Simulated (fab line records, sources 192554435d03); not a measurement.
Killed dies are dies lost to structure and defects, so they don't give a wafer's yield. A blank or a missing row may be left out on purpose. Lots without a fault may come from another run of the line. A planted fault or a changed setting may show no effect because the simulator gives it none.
fab line records | flow n5_finfet
record lots=7 wafers=21
route steps=1938 shown MOL_CONTACT_COAG@559 BEOL_M0_SAQP@676 BEOL_M0_CUTY@701 BEOL_M0@715 BEOL_M1@783
start_h: hours from the record's first day to the start of the lot's first wafer shown | wait_h: hours since the lot's step before | " the same as in the row above | L1.1+2: a row that stands for several wafers | - no value, or no start given | * or withheld: withheld | < > ~ a bound
route shown NAME@n: a module of which the file shows steps, and the number in the route of the first | usual: mean/standard deviation of fault-free wafers | same: alike in all rows | chamber/n: place in a boat | sites: the reading at each site | _std_site: their standard deviation | _edge_site: outer sites' mean less inner sites' | radius_mm: how far each site lies from the wafer's centre | mask NAME#n: copy n | behind: the tool/chamber that last shaped the wafer | hold: why the lot was held/for how many hours/how that ended | device: the transistor (n, p or np) that didn't switch | end of line: the same wafers' tests at the end of the route | a step without rows: its recipe alone | killed: dies lost to structure and defects at the first sort, not the wafer's yield | map: a wafer's dies, x killed, . not, _ none there
set.NAME: the setting as run; set.NAME@STEP: as run at that earlier step | model.NAME: the simulator's own value behind a step, which no gauge read
lots whose settings were changed on purpose; a table a step, a row a wafer
## steps
# step N5_MOL_CONTACT_COAG_ALD_27
# recipe material=SiOC target_thk_a=170 temp_c=400 ald_precursor_family=carbosiloxane ald_co_reactant=H2-plasma pulse_time_s=1.5 time_s=2720 purge_time_s=2 co_reactant_purge_time_s=2 ald_cycles=340 pressure_torr=2
# columns lot.wafer tool chamber start_h wait_h set.time_s model.SiOC_of_MOL_CONTACT_COAG_ALD_27.thk_nm
L075.1+3 ald_sin-04 2,0 102.56 0.0 3186 17
L075.4 " 1 " " 2720 17
L079.1 ald_sin-03 1 125.67 0.0 2467 15.4
L079.3+5 " 2,0 " " 2720 17
L081.2+6 ald_sin-03 2 140.52 0.0 2886 17
L081.4 " 1 " " 2886 16.8
L083.1 ald_sin-01 2 148.28 0.0 2720 17.2
L083.4 " 1 " " 2523 16
L083.5 " 2 " " 2523 15.8
L085.1 ald_sin-01 1 164.80 0.0 2720 17.2
L085.2+6 " 0,3 " " 2720 17
L087.1+2 ald_sin-01 0,1 180.63 1.4 3275 17
L087.3 " 2 " " 2720 17
L097.1+3+5 ald_sin-01 1,2,2 235.29 0.0 2414 15
# step N5_MOL_CONTACT_COAG_COAT_76
# recipe resist=SiARC temp_c=220 time_s=60 spin_rpm=1500 resist_thk_nm=10
# columns lot.wafer tool chamber start_h wait_h set.spin_rpm model.SiARC_of_MOL_CONTACT_COAG_COAT_76.thk_nm
L075.1+3+4 litho_track-05 0 - - 1500 10
L079.1+5 litho_track-01 0 - - 1500 10
L079.3 " 0 " " 1546 9.8
L081.2 litho_track-01 0 - - 1599 9.6
L081.4 " 0 " " 1500 10
L081.6 " 0 " " 1599 9.8
L083.1 litho_track-05 0 - - 1656 9.4
L083.4 " 0 " " 1656 9.6
L083.5 " 0 " " 1500 10
L085.1+2+6 litho_track-01 0 - - 1500 10
L087.1+2+3 litho_track-04 0 - - 1500 10
L097.1+3+5 litho_track-04 0 - - 1500 10
# step N5_MOL_CONTACT_COAG_COAT_77
# recipe resist=underlayer temp_c=205 time_s=60 spin_rpm=1500 resist_thk_nm=10
# step N5_MOL_CONTACT_COAG_COAT_78
# recipe resist=CAR-EUV spin_rpm=1500 resist_thk_nm=40
# step N5_MOL_CONTACT_COAG_DESCUM_88
# recipe chemistry=O2 time_s=7 source_power_w=50 bias_power_w=20 pressure_mtorr=20 rf_frequency_hz=2.712e+07 temp_c=40 resist=CAR-EUV o2_flow_sccm=225
# step N5_MOL_CONTACT_COAG_ETCH_89
# recipe chemistry=N2/H2 target=underlayer target_depth_a=130 mask_material=CAR-EUV time_s=10.4 ion_energy_ev=200 pressure_mtorr=30 source_w=840 bias_w=150 n2_flow_sccm=200 h2_flow_sccm=200 ends=cleared
# step N5_MOL_CONTACT_COAG_ETCH_90
# recipe chemistry=CF4 target=SiARC target_depth_a=130 mask_material=CAR-EUV time_s=21.7 ion_energy_ev=80 pressure_mtorr=40 source_w=545 bias_w=36 Ar_flow_sccm=100 cf4_flow_sccm=100 ends=cleared
# columns lot.wafer tool chamber start_h wait_h set.spin_rpm@MOL_CONTACT_COAG_COAT_76 model.etch.depth_nm
L075.1 rie_diel-05 2 105.93 0.0 1500 10
L075.3 " 3 " " 1500 9.993
L075.4 " 1 " " 1500 9.996
L079.1 rie_diel-05 3 128.59 0.0 1500 9.956
L079.3 " 1 " " 1546 9.806
L079.5 " 3 " " 1500 9.951
L081.2 rie_diel-04 1 143.97 0.0 1599 9.694
L081.4 " 3 " " 1500 10.02
L081.6 " 3 " " 1599 9.722
L083.1 rie_diel-05 1 151.33 0.0 1656 9.466
L083.4 " 3 " " 1656 9.53
L083.5 " 0 " " 1500 9.954
L085.1 rie_diel-05 2 168.27 0.0 1500 9.988
L085.2 " 1 " " 1500 10
L085.6 " 1 " " 1500 9.99
L087.1 rie_diel-06 3 184.68 0.0 1500 9.963
L087.2 " 1 " " 1500 9.97
L087.3 " 0 " " 1500 9.966
L097.1 rie_diel-04 1 238.21 0.0 1500 9.998
L097.3+5 " 3,2 " " 1500 9.993
# step N5_MOL_CONTACT_COAG_ETCH_67
# recipe chemistry=N2/H2 target=SOC target_depth_a=600 overetch_a=210 mask_material=SiARC temp_c=40 time_s=101.2 ion_energy_ev=200 pressure_mtorr=30 source_w=840 bias_w=150 n2_flow_sccm=200 h2_flow_sccm=200
# usual rf_vpp_V=523.7/2.8
# columns lot.wafer tool chamber start_h wait_h set.source_w rf_vpp_V
L075.1 rie_diel-05 1 107.82 0.0 840 521.6
L075.3 " 2 " " 840 528.4
L075.4 " 3 " " 907.8 506.3
L079.1 rie_diel-06 1 130.56 0.0 883.2 515.0
L079.3 " 2 " " 840 524.9
L079.5 " 2 " " 883.2 514.9
L081.2 rie_diel-04 3 145.65 0.0 840 525.0
L081.4 " 2 " " 962.2 498.8
L081.6 " 1 " " 962.2 495.9
L083.1 rie_diel-05 1 153.08 0.0 755.6 540.0
L083.4 " 3 " " 840 520.5
L083.5 " 2 " " 840 528.7
L085.1 rie_diel-05 3 170.12 0.0 840 521.0
L085.2 " 2 " " 840 528.2
L085.6 " 1 " " 840 522.3
L087.1 rie_diel-04 2 187.95 0.0 840 520.7
L087.2 " 0 " " 840 525.5
L087.3 " 3 " " 840 524.9
L097.1 rie_diel-06 2 239.99 0.0 777.6 537.1
L097.3 " 1 " " 840 523.7
L097.5 " 3 " " 840 529.9
# step N5_BEOL_M0_SAQP_SPACER2_ALD_26
# recipe material=SiO2 target_thk_a=150 temp_c=300 ald_precursor_family=BDEAS ald_co_reactant=O2-plasma pulse_time_s=1 purge_time_s=2 co_reactant_purge_time_s=2 pressure_torr=2
# columns lot.wafer tool chamber start_h wait_h set.target_thk_a model.SiO2_of_BEOL_M0_SAQP_SPACER2_ALD_26.thk_nm
L075.1+4 ald_sin-01 1,3 118.91 0.6 158.9 15.8
L075.3 " 2 " " 150 15
L079.1+3+5 ald_sin-03 3,0,1 139.73 0.1 150 15
L081.2 ald_sin-01 1 156.34 0.5 150 15
L081.4 " 2 " " 133.2 13.4
L081.6 " 2 " " 150 15.2
L083.1+5 ald_sin-02 2,0 164.42 0.1 150 15
L083.4 " 1 " " 170 17
L085.1+2+6 ald_sin-01 2,3,1 187.89 3.5 150 15
L087.1 ald_sin-03 1 198.92 0.1 150 14.8
L087.2 " 3 " " 144.9 14.6
L087.3 " 2 " " 150 15
L097.1+3 ald_sin-03 2,1 251.41 1.5 158.4 15.8
L097.5 " 3 " " 150 15
# step N5_BEOL_M0_SAQP_SPACER2_ETCHBACK_27
# recipe chemistry=CHF3/O2 mode=anisotropic_etchback target=SiO2 target_depth_a=225 time_s=11.25 pressure_mtorr=30 source_w=650 bias_w=170 Ar_flow_sccm=200 CHF3_flow_sccm=50 O2_flow_sccm=5 ion_energy_ev=200
# step N5_BEOL_M0_SAQP_MANDREL2_REMOVE_110
# recipe chemistry=HBr/Cl2/O2 bt_time_s=10 target=a-Si stop_on=SiCN endpoint=OES-SiCl over_etch_frac=1 icp_w=600 bias_w=30 HBr_flow_sccm=150 Cl2_flow_sccm=80 O2_flow_sccm=5 pressure_mtorr=10
# columns lot.wafer tool chamber start_h wait_h set.target_thk_a@BEOL_M0_SAQP_SPACER2_ALD_26 model.BEOL_M0_SAQP.cd_nm
L075.1 rie_si-02 2 119.56 0.1 158.9 16
L075.3 " 0 " " 150 15
L075.4 " 3 " " 158.9 15.8
L079.1+3+5 rie_si-04 1,2,0 140.36 0.1 150 15
L081.2+6 rie_si-04 3 157.24 0.1 150 15
L081.4 " 0 " " 133.2 13.4
L083.1+5 rie_si-04 2 165.06 0.1 150 15
L083.4 " 0 " " 170 17
L085.1+2 rie_si-05 1,0 188.53 0.1 150 15
L085.6 " 2 " " 150 14.8
L087.1 rie_si-05 1 199.56 0.1 150 15
L087.2 " 3 " " 144.9 14.4
L087.3 " 2 " " 150 14.8
L097.1 rie_si-05 1 252.05 0.1 158.4 15.6
L097.3 " 2 " " 158.4 15.8
L097.5 " 3 " " 150 14.8
# step N5_BEOL_M0_SAQP_CD_MEAS_29
# recipe target_cd_nm=14.4 landing_energy_ev=1000 detector=se_inlens
# usual cd_nm=14.93/0.22
# columns lot.wafer tool chamber start_h wait_h set.target_thk_a@BEOL_M0_SAQP_SPACER2_ALD_26 cd_nm
L075.1 cd_sem-03 0 119.67 0.1 158.9 15.76
L075.3 " 0 " " 150 14.95
L075.4 " 0 " " 158.9 15.54
L079.1 cd_sem-01 0 140.47 0.1 150 14.94
L079.3 " 0 " " 150 15.07
L079.5 " 0 " " 150 15.01
L081.2 cd_sem-02 0 157.35 0.1 150 15.09
L081.4 " 0 " " 133.2 13.34
L081.6 " 0 " " 150 14.79
L083.1 cd_sem-01 0 165.17 0.1 150 14.77
L083.4 " 0 " " 170 16.69
L083.5 " 0 " " 150 14.88
L085.1 cd_sem-02 0 188.64 0.1 150 15.13
L085.2 " 0 " " 150 14.92
L085.6 " 0 " " 150 14.96
L087.1 cd_sem-01 0 199.67 0.1 150 15.05
L087.2 " 0 " " 144.9 14.11
L087.3 " 0 " " 150 14.79
L097.1 cd_sem-01 0 252.16 0.1 158.4 15.49
L097.3 " 0 " " 158.4 15.97
L097.5 " 0 " " 150 15.11
# step N5_BEOL_M0_SAQP_COAT_69
# recipe resist=SOC temp_c=250 time_s=60 spin_rpm=1500 resist_thk_nm=90
# columns lot.wafer tool chamber start_h wait_h set.spin_rpm model.SOC_of_BEOL_M0_SAQP_COAT_69.thk_nm
L075.1 litho_track-01 0 119.71 0.0 1500 90.2
L075.3+4 " 0 " " 1435 92.2
L079.1 litho_track-03 0 140.51 0.0 1500 89.6
L079.3+5 " 0 " " 1407 92.2
L081.2 litho_track-03 0 157.39 0.0 1599 87.2
L081.4 " 0 " " 1500 90.2
L081.6 " 0 " " 1599 87
L083.1 litho_track-02 0 165.20 0.0 1500 89.8
L083.4+5 " 0 " " 1500 90.2
L085.1 litho_track-02 0 188.67 0.0 1500 89.6
L085.2+6 " 0 " " 1500 89.8
L087.1 litho_track-02 0 199.70 0.0 1500 89.6
L087.2 " 0 " " 1500 89.8
L087.3 " 0 " " 1500 90
L097.1 litho_track-03 0 252.20 0.0 1500 90.2
L097.3 " 0 " " 1655 86
L097.5 " 0 " " 1655 85.6
# step N5_BEOL_M0_SAQP_COAT_72
# recipe resist=SiARC temp_c=220 time_s=60 spin_rpm=1500 resist_thk_nm=15
# step N5_BEOL_M0_SAQP_COAT_87
# recipe resist=underlayer temp_c=205 time_s=60 spin_rpm=1500 resist_thk_nm=5
# step N5_BEOL_M0_SAQP_STRIP_89
# recipe chemistry=N2/H2 temp_c=40 n2_flow_sccm=200 h2_flow_sccm=200 rf_frequency_hz=6e+07
# step N5_BEOL_M0_SAQP_ALD_48
# recipe material=SiO2 target_thk_a=200 temp_c=100 ald_precursor_family=BDEAS ald_co_reactant=O2-plasma pulse_time_s=1 co_reactant_pulse_time_s=1 purge_time_s=2 co_reactant_purge_time_s=2 ald_cycles=139 pressure_torr=2
# step N5_BEOL_M0_SAQP_ETCH_49
# recipe chemistry=CF4/O2 target_depth_a=370 target=SiO2 pressure_mtorr=40 source_w=535 bias_w=49 Ar_flow_sccm=100 cf4_flow_sccm=100 O2_flow_sccm=10 ion_energy_ev=100
# columns lot.wafer tool chamber start_h wait_h set.spin_rpm@BEOL_M0_SAQP_COAT_69 model.SOC_of_BEOL_M0_SAQP_COAT_69.thk_nm
L075.1 rie_diel-01 2 121.25 0.3 1500 71
L075.3 " 0 " " 1435 72.2
L075.4 " 3 " " 1435 72.6
L079.1 rie_diel-01 2 141.71 0.3 1500 70.6
L079.3 " 3 " " 1407 73
L079.5 " 0 " " 1407 72.4
L081.2 rie_diel-02 0 158.63 0.3 1599 67.6
L081.4 " 2 " " 1500 71.2
L081.6 " 1 " " 1599 68
L083.1 rie_diel-01 0 166.62 0.3 1500 70
L083.4 " 1 " " 1500 70.2
L083.5 " 1 " " 1500 70.4
L085.1+2 rie_diel-02 1,0 191.37 0.4 1500 70.2
L085.6 " 0 " " 1500 70.4
L087.1 rie_diel-02 2 201.04 0.3 1500 70.6
L087.2+3 " 0,3 " " 1500 70.4
L097.1 rie_diel-02 0 254.23 0.6 1500 71
L097.3 " 1 " " 1655 66.8
L097.5 " 1 " " 1655 66.4
# step N5_BEOL_M0_SAQP_STRIP_75
# recipe chemistry=CF4 resist=SiARC power_w=300 bias_power_w=75 pressure_mtorr=50 cf4_flow_sccm=150 rf_frequency_hz=6e+07
# step N5_BEOL_M0_CUTY_COAT_50
# recipe resist=SiARC temp_c=220 time_s=60 spin_rpm=1500 resist_thk_nm=15
# step N5_BEOL_M0_CUTY_DESCUM_61
# recipe chemistry=O2 time_s=7.9 source_power_w=50 bias_power_w=20 pressure_mtorr=20 rf_frequency_hz=2.712e+07 temp_c=40 resist=CAR-ArF-block o2_flow_sccm=225
# step N5_BEOL_M0_CUTY_ETCH_62
# recipe chemistry=CF4 target=SiARC mask_material=CAR-ArF-block time_s=58.5 ion_energy_ev=80 pressure_mtorr=40 source_w=545 bias_w=36 Ar_flow_sccm=100 cf4_flow_sccm=100 ends=cleared
# step N5_BEOL_M0_CUTY_ETCH_63
# recipe chemistry=N2/H2 target=SOC target_depth_a=827 overetch_a=165 mask_material=SiARC temp_c=40 ion_energy_ev=200 time_s=124 pressure_mtorr=30 source_w=840 bias_w=150 n2_flow_sccm=200 h2_flow_sccm=200
# columns lot.wafer tool chamber start_h wait_h set.spin_rpm@BEOL_M0_SAQP_COAT_69 model.etch.depth_nm
L075.1 rie_diel-05 3 121.92 0.0 1500 70.9
L075.3 " 0 " " 1435 72.22
L075.4 " 2 " " 1435 72.55
L079.1 rie_diel-06 0 142.52 0.0 1500 70.53
L079.3 " 2 " " 1407 72.94
L079.5 " 3 " " 1407 72.49
L081.2 rie_diel-04 3 159.29 0.0 1599 67.67
L081.4 " 1 " " 1500 71.22
L081.6 " 0 " " 1599 67.93
L083.1 rie_diel-06 1 167.28 0.0 1500 69.93
L083.4 " 2 " " 1500 70.27
L083.5 " 0 " " 1500 70.35
L085.1 rie_diel-05 0 191.90 0.0 1500 70.21
L085.2 " 1 " " 1500 70.29
L085.6 " 1 " " 1500 70.35
L087.1 rie_diel-05 0 201.71 0.0 1500 70.62
L087.2 " 1 " " 1500 70.35
L087.3 " 2 " " 1500 70.49
L097.1 rie_diel-05 3 254.89 0.0 1500 70.9
L097.3 " 1 " " 1655 66.81
L097.5 " 3 " " 1655 66.4
# step N5_BEOL_M0_CUTY_STRIP_64
# recipe chemistry=N2/H2 temp_c=40 n2_flow_sccm=200 h2_flow_sccm=200 rf_frequency_hz=6e+07
# step N5_BEOL_M0_ETCH_138
# recipe chemistry=CH3F/O2 target_depth_a=120 target=SiCN time_s=31.6 ion_energy_ev=120 pressure_mtorr=30 source_w=395 bias_w=75 Ar_flow_sccm=150 CH3F_flow_sccm=30 O2_flow_sccm=20 ends=cleared
# step N5_BEOL_M0_HM_OPEN_105
# recipe chemistry=Cl2/BCl3 target_depth_a=120 target=TiN ion_energy_ev=150 pressure_mtorr=10 icp_w=1000 bias_w=126 Cl2_flow_sccm=53.25 bcl3_flow_sccm=21.75 Ar_flow_sccm=25
# columns lot.wafer tool chamber start_h wait_h set.target_thk_a@BEOL_M0_SAQP_SPACER2_ALD_26 model.SiO2_of_BEOL_M0_SAQP_SPACER2_ALD_26.thk_nm
L075.1+4 rie_metal-02 0 123.89 1.8 158.9 3.6
L075.3 " 1 " " 150 2.6
L079.1+3+5 rie_metal-02 1,1,0 143.26 0.6 150 2.8
L081.2 rie_metal-02 1 160.72 1.3 150 2.8
L081.4 " 1 " " 133.2 1.6
L081.6 " 1 " " 150 3
L083.1 rie_metal-01 1 167.57 0.1 150 2.6
L083.4 " 0 " " 170 4.6
L083.5 " 0 " " 150 2.8
L085.1+6 rie_metal-02 1,0 194.79 2.7 150 2.6
L085.2 " 0 " " 150 2.8
L087.1 rie_metal-03 0 202.14 0.3 150 2.6
L087.2 " 1 " " 144.9 2.2
L087.3 " 1 " " 150 2.8
L097.1+3 rie_metal-03 0 259.26 4.2 158.4 3.6
L097.5 " 0 " " 150 2.6
# step N5_BEOL_M0_ETCH_128
# recipe chemistry=CF4/N2 target_depth_a=120 overetch_a=51 target=SiCN time_s=21.4 ion_energy_ev=150 pressure_mtorr=40 source_w=430 bias_w=70 Ar_flow_sccm=100 cf4_flow_sccm=60 n2_flow_sccm=60
# usual rf_vpp_V=382.2/2.2
# columns lot.wafer tool chamber start_h wait_h set.source_w rf_vpp_V
L075.1 rie_diel-05 1 124.37 0.2 486.6 366.5
L075.3 " 0 " " 486.6 369.9
L075.4 " 2 " " 430 385.9
L079.1 rie_diel-05 2 143.97 0.3 430 386.4
L079.3 " 1 " " 430 381.4
L079.5 " 2 " " 430 386.7
L081.2 rie_diel-05 1 161.47 0.5 365.4 403.6
L081.4 " 2 " " 430 385.0
L081.6 " 1 " " 430 379.8
L083.1 rie_diel-06 2 168.27 0.4 430 380.9
L083.4 " 2 " " 430 383.3
L083.5 " 0 " " 430 380.4
L085.1 rie_diel-04 1 195.60 0.1 430 380.8
L085.2 " 3 " " 430 383.0
L085.6 " 2 " " 430 380.6
L087.1 rie_diel-04 0 203.06 0.6 430 383.8
L087.2 " 1 " " 430 379.9
L087.3 " 2 " " 360.4 403.7
L097.1 rie_diel-06 1 259.58 0.0 430 381.9
L097.3 " 0 " " 491.1 362.1
L097.5 " 0 " " 430 379.1
# step N5_BEOL_M0_ETCH_109
# recipe chemistry=CH3F/O2 target_depth_a=80 overetch_a=24 target=SiCN time_s=27.4 ion_energy_ev=120 pressure_mtorr=30 source_w=395 bias_w=75 Ar_flow_sccm=150 CH3F_flow_sccm=30 O2_flow_sccm=20
# usual rf_vpp_V=297.1/1.8
# columns lot.wafer tool chamber start_h wait_h set.bias_w rf_vpp_V
L075.1 rie_diel-04 2 124.67 0.0 75 295.4
L075.3 " 3 " " 84.92 322.3
L075.4 " 0 " " 84.92 323.8
L079.1 rie_diel-06 0 144.25 0.1 82.71 314.8
L079.3 " 2 " " 75 297.0
L079.5 " 0 " " 75 295.4
L081.2 rie_diel-06 0 161.97 0.2 75 296.1
L081.4 " 0 " " 75 295.6
L081.6 " 2 " " 63.2 267.6
L083.1 rie_diel-06 2 169.05 0.6 86.95 326.9
L083.4 " 1 " " 75 296.5
L083.5 " 2 " " 86.95 325.8
L085.1 rie_diel-06 0 195.86 0.0 75 295.2
L085.2 " 3 " " 75 298.6
L085.6 " 1 " " 75 297.7
L087.1 rie_diel-05 0 203.44 0.2 75 297.8
L087.2 " 2 " " 81.39 315.9
L087.3 " 3 " " 75 295.8
L097.1 rie_diel-04 0 259.88 0.1 75 298.4
L097.3 " 1 " " 61.65 260.2
L097.5 " 0 " " 75 298.3
# step N5_BEOL_M1_EXPOSE_25
# recipe mask_id=V0 na=0.33 source_shape=quasar sigma_inner=0.2 sigma_outer=0.8 polarization=unpolarized defocus_nm=5 target_cd_nm=24 dose_mj=63
# columns lot.wafer tool chamber start_h wait_h mask set.dose_mj
L075.1 euv_scanner-01 0 130.11 - V0#0 63
L075.3+4 " 0 " " V0#0 66.91
L079.1+3 euv_scanner-02 0 150.63 - V0#0 63
L079.5 " 0 " " V0#0 61.26
L081.2+4+6 euv_scanner-02 0 167.54 - V0#0 63
L083.1+4 euv_scanner-01 0 175.31 - V0#0 63
L083.5 " 0 " " V0#0 67.47
L085.1+2+6 euv_scanner-02 0 201.07 - V0#0 63
L087.1 euv_scanner-02 0 209.26 - V0#0 58.54
L087.2+3 " 0 " " V0#0 63
L097.1+3 euv_scanner-02 0 265.28 - V0#0 61.37
L097.5 " 0 " " V0#0 63
# step N5_BEOL_M1_PEB_26
# recipe peb_temp_c=100 peb_time_s=60 resist=CAR-EUV
# step N5_BEOL_M1_DEVELOP_27
# recipe develop_time_s=30 developer=TMAH resist=CAR-EUV rinse_liquid=surfactant_rinse dry=air_spin dev_temp_c=23
# step N5_BEOL_M1_CD_MEAS_28
# recipe landing_energy_ev=500 detector=se_inlens target_cd_y_nm=23.3
# usual cd_nm=23.95/0.26
# columns lot.wafer tool chamber start_h wait_h set.dose_mj@BEOL_M1_EXPOSE_25 cd_nm
L075.1 cd_sem-03 0 130.26 - 63 23.73
L075.3 " 0 " " 66.91 25.08
L075.4 " 0 " " 66.91 25.42
L079.1 cd_sem-03 0 150.78 - 63 23.72
L079.3 " 0 " " 63 24.07
L079.5 " 0 " " 61.26 23.57
L081.2 cd_sem-02 0 167.68 - 63 24.18
L081.4 " 0 " " 63 24.02
L081.6 " 0 " " 63 23.91
L083.1 cd_sem-02 0 175.46 - 63 24.30
L083.4 " 0 " " 63 24.16
L083.5 " 0 " " 67.47 25.35
L085.1 cd_sem-02 0 201.21 - 63 23.80
L085.2 " 0 " " 63 23.90
L085.6 " 0 " " 63 24.13
L087.1 cd_sem-01 0 209.41 - 58.54 22.44
L087.2 " 0 " " 63 23.49
L087.3 " 0 " " 63 24.16
L097.1 cd_sem-03 0 265.43 - 61.37 23.35
L097.3 " 0 " " 61.37 23.11
L097.5 " 0 " " 63 23.65
## key
split step=N5_MOL_CONTACT_COAG_ALD_27 setting=time_s stated=2720 by=wafer
response step=N5_MOL_CONTACT_COAG_ALD_27 reading=model.SiOC_of_MOL_CONTACT_COAG_ALD_27.thk_nm shape=bent at_lowest=15 at_stated=17.05 at_highest=17
split step=N5_MOL_CONTACT_COAG_COAT_76 setting=spin_rpm stated=1500 by=wafer
response step=N5_MOL_CONTACT_COAG_COAT_76 reading=model.SiARC_of_MOL_CONTACT_COAG_COAT_76.thk_nm change=-0.0484 per=1% r=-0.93
response step=N5_MOL_CONTACT_COAG_ETCH_90 reading=model.etch.depth_nm change=-0.0449 per=1% r=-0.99
split step=N5_MOL_CONTACT_COAG_ETCH_67 setting=source_w stated=840 by=wafer
response step=N5_MOL_CONTACT_COAG_ETCH_67 reading=rf_vpp_V change=-1.82 per=1% r=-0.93
split step=N5_BEOL_M0_SAQP_SPACER2_ALD_26 setting=target_thk_a stated=150 by=wafer
response step=N5_BEOL_M0_SAQP_SPACER2_ALD_26 reading=model.SiO2_of_BEOL_M0_SAQP_SPACER2_ALD_26.thk_nm change=+0.147 per=1% r=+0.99
response step=N5_BEOL_M0_SAQP_MANDREL2_REMOVE_110 reading=model.BEOL_M0_SAQP.cd_nm change=+0.149 per=1% r=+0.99
response step=N5_BEOL_M0_SAQP_CD_MEAS_29 reading=cd_nm change=+0.14 per=1% r=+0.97
response step=N5_BEOL_M0_HM_OPEN_105 reading=model.SiO2_of_BEOL_M0_SAQP_SPACER2_ALD_26.thk_nm change=+0.139 per=1% r=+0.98
split step=N5_BEOL_M0_SAQP_COAT_69 setting=spin_rpm stated=1500 by=wafer
response step=N5_BEOL_M0_SAQP_COAT_69 reading=model.SOC_of_BEOL_M0_SAQP_COAT_69.thk_nm change=-0.437 per=1% r=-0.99
response step=N5_BEOL_M0_SAQP_ETCH_49 reading=model.SOC_of_BEOL_M0_SAQP_COAT_69.thk_nm change=-0.419 per=1% r=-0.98
response step=N5_BEOL_M0_CUTY_ETCH_63 reading=model.etch.depth_nm change=-0.419 per=1% r=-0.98
split step=N5_BEOL_M0_ETCH_128 setting=source_w stated=430 by=wafer
response step=N5_BEOL_M0_ETCH_128 reading=rf_vpp_V change=-1.35 per=1% r=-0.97
split step=N5_BEOL_M0_ETCH_109 setting=bias_w stated=75 by=wafer
response step=N5_BEOL_M0_ETCH_109 reading=rf_vpp_V change=+1.98 per=1% r=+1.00
split step=N5_BEOL_M1_EXPOSE_25 setting=dose_mj stated=63 by=wafer
response step=N5_BEOL_M1_CD_MEAS_28 reading=cd_nm change=+0.19 per=1% r=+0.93
